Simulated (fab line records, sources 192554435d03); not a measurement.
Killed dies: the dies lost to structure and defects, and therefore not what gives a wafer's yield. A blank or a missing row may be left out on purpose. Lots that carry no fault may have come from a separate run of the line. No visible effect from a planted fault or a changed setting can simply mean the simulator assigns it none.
Which tool did it?    flow n5Finfet    24 wafers from 8 lots sampled at 4 of the route's 1938 steps

## WHAT THE GAUGES READ, wafer by wafer
N5_FIN_CUT_INSPECT_10: inspects for defects (brightfield).
lot   measured     on                rawDefectCount
L723  day 3 09:58  defectInspect-02  62 69 69
L726  day 4 03:58  defectInspect-01  51 22 34
L728  day 4 15:22  defectInspect-01  46 53 50
L729  day 4 21:31  defectInspect-02  601 39 587
L730  day 5 03:46  defectInspect-02  38 51 558
L738  day 7 03:19  defectInspect-02  48 56 57
L740  day 7 14:48  defectInspect-02  31 32 42
L741  day 7 20:47  defectInspect-02  41 35 35

## EACH LOT AND THE TOOL THAT RAN IT (in order: tool; ch and the chambers of the sampled wafers; start)
lot   N5_FIN_SAQP_MANDREL_ETCH_58     N5_FIN_SAQP_SPACER2_ALD_28       N5_FIN_SAQP_STRIP_77
L723  rieSi-06 ch 0,1, day 3 07:37    aldSin-03 ch 1,2,3, day 3 08:27  rieDiel-06 ch 1,3, day 3 09:07
L726  rieSi-06 ch 0,1,2, day 4 00:50  aldSin-02 ch 0,1,2, day 4 02:17  rieDiel-04 ch 1,3, day 4 03:00
L728  rieSi-06 ch 0,2, day 4 12:16    aldSin-02 ch 1,3, day 4 13:50    rieDiel-05 ch 0,2,3, day 4 14:32
L729  rieSi-05 ch 1,2, day 4 19:08    aldSin-02 ch 2,3, day 4 19:59    rieDiel-06 ch 1,2,3, day 4 20:41
L730  rieSi-03 ch 1,2,3, day 5 01:19  aldSin-02 ch 1,2,3, day 5 02:09  rieDiel-06 ch 1,3, day 5 02:49
L738  rieSi-06 ch 1,2,3, day 7 00:17  aldSin-03 ch 0,1,2, day 7 01:36  rieDiel-04 ch 0,1,2, day 7 02:22
L740  rieSi-06 ch 0,1,3, day 7 12:28  aldSin-03 ch 0,1,3, day 7 13:17  rieDiel-04 ch 0,3, day 7 13:58
L741  rieSi-06 ch 1,2, day 7 17:54    aldSin-04 ch 1,2, day 7 19:02    rieDiel-04 ch 0,1,3, day 7 19:49
- N5_FIN_SAQP_MANDREL_ETCH_58: etches a-Si in HBr/Cl2, stops on SiNx, target depth 45 nm, bt time 10 s, time 27 s.
- N5_FIN_SAQP_SPACER2_ALD_28: deposits SiO2, target thk 8.1 nm, pulse time 1 s, purge time 2 s.
- N5_FIN_SAQP_STRIP_77: strips in N2/H2, time 90 s.

## THE ANSWER, worked out from the rows above alone
Rule: what is usual is taken from the lots themselves. The widest of any qualifying gaps counts: lots, ordered by their means at a reading, are off when they make up no more than a third of the lots, leave a main group of 4 or more, and stand apart from it by 3 or more times the standard deviation of that group's means. A main group whose means are all the same, to the digits that the tables above print for the reading, isn't used. A lot without any number at a reading at which 4 lots or more have one is off too. Where the step has rows for the other lots, those lots are counted as sound.
Off at N5_FIN_CUT_INSPECT_10 (rawDefectCount): L729, L730. Mean 46 and standard deviation 12 in the main group.
A tool fits if, at a process step before that reading, it ran every lot that is off, and no sound lot after the first of them. The gauges at N5_FIN_CUT_INSPECT_10 are tried like those tools. Undecided on this evidence; 2 tools fit (aldSin-02 at N5_FIN_SAQP_SPACER2_ALD_28, rieDiel-06 at N5_FIN_SAQP_STRIP_77).

## WHAT THE SIMULATOR HAD PUT IN
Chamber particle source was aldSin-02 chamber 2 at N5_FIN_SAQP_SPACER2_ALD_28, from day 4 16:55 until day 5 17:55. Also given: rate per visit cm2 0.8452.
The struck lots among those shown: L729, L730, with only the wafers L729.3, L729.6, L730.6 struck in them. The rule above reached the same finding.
